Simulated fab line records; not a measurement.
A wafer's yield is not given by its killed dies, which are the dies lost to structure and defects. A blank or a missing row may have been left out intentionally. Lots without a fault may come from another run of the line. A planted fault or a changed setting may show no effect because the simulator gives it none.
Chamber matching | flow nandHarc | NHARC_P_M0_CMP_23 on cmp-02: 4 sister chambers
The step polishes, t overpolish 20 s, target thk 117.54 nm. 18 wafers are shown with their chamber, then 9 later ones without.

== WAFERS WITH THEIR CHAMBER ==
wafer  | chamber | motorCurrentA (A) | timeToEndpointS (s) | retainingRingPressureFrac
L077.2 | 3       | 10.5              | 26                  | 1.008
L077.5 | 0       | 13.6              | 26                  | 1.000
L077.6 | 1       | 12.0              | 31                  | 0.995
L081.1 | 0       | 14.9              | 26                  | 0.999
L081.2 | 1       | 12.5              | 31                  | 1.000
L081.5 | 3       | 10.1              | 30                  | 0.994
L083.3 | 0       | 14.2              | 25                  | 1.003
L083.4 | 2       | 11.5              | 33                  | 1.003
L083.5 | 3       | 10.1              | 29                  | 1.002
L086.1 | 3       | 10.5              | 25                  | 1.003
L086.2 | 2       | 10.6              | 27                  | 1.002
L086.5 | 0       | 14.6              | 23                  | 1.003
L087.3 | 0       | 14.9              | 23                  | 1.001
L087.5 | 1       | 12.3              | 28                  | 1.000
L087.6 | 0       | 14.5              | 23                  | 1.001
L090.1 | 1       | 11.9              | 33                  | 1.002
L090.2 | 2       | 11.0              | 32                  | 1.007
L090.5 | 2       | 10.5              | 31                  | 0.997

SIGNATURES (averages over the wafers above)
reading                   | chamber 0 | chamber 1 | chamber 2 | chamber 3 | scatter within a chamber
motorCurrentA             | 14.450    | 12.175    | 10.900    | 10.300    | 0.398
timeToEndpointS           | 24.33     | 30.75     | 30.75     | 27.50     | 2.1
retainingRingPressureFrac | 1.00117   | 0.99925   | 1.00225   | 1.00175   | 0.00369
Rule: distance of a wafer from a chamber = root of the sum over the readings of ((wafer's reading minus chamber's mean) / reading's scatter) squared. If the next closest chamber is less than 2 further off than the closest, the wafer can't be placed; otherwise it belongs to the closest. The scatter: the root of (the sum of the squares of (reading less its chamber's mean) over the shown wafers, divided by (wafers less chambers)).

== WAFERS WITHOUT THEIR CHAMBER ==
wafer  | motorCurrentA (A) | timeToEndpointS (s) | retainingRingPressureFrac
L094.1 | 11.8              | 31                  | 1.003
L094.5 | 11.5              | 29                  | 1.007
L094.6 | 10.9              | 31                  | 1.002
L095.1 | 11.1              | 27                  | 1.001
L095.2 | 11.9              | 29                  | 0.999
L095.3 | 10.9              | 31                  | 0.999
L097.1 | 11.6              | 31                  | 1.008
L097.4 | 10.7              | 33                  | 1.010
L097.5 | 10.5              | 29                  | 0.994

== THE CHAMBER EACH PASSED THROUGH ==
wafer  | from the rows above          | in truth
L094.1 | can't be placed: 1 or 2      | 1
L094.5 | can't be placed: 2 or 1 or 3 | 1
L094.6 | 2                            | 2
L095.1 | can't be placed: 2 or 3 or 1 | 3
L095.2 | can't be placed: 1 or 2      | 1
L095.3 | can't be placed: 2 or 3      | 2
L097.1 | can't be placed: 2 or 1 or 3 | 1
L097.4 | can't be placed: 2 or 3      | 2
L097.5 | can't be placed: 3 or 2      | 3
1 of 9 placed correctly. Unplaceable from these rows: 8, with the true chamber sitting among the candidates in 8. Placed wrongly: 0.
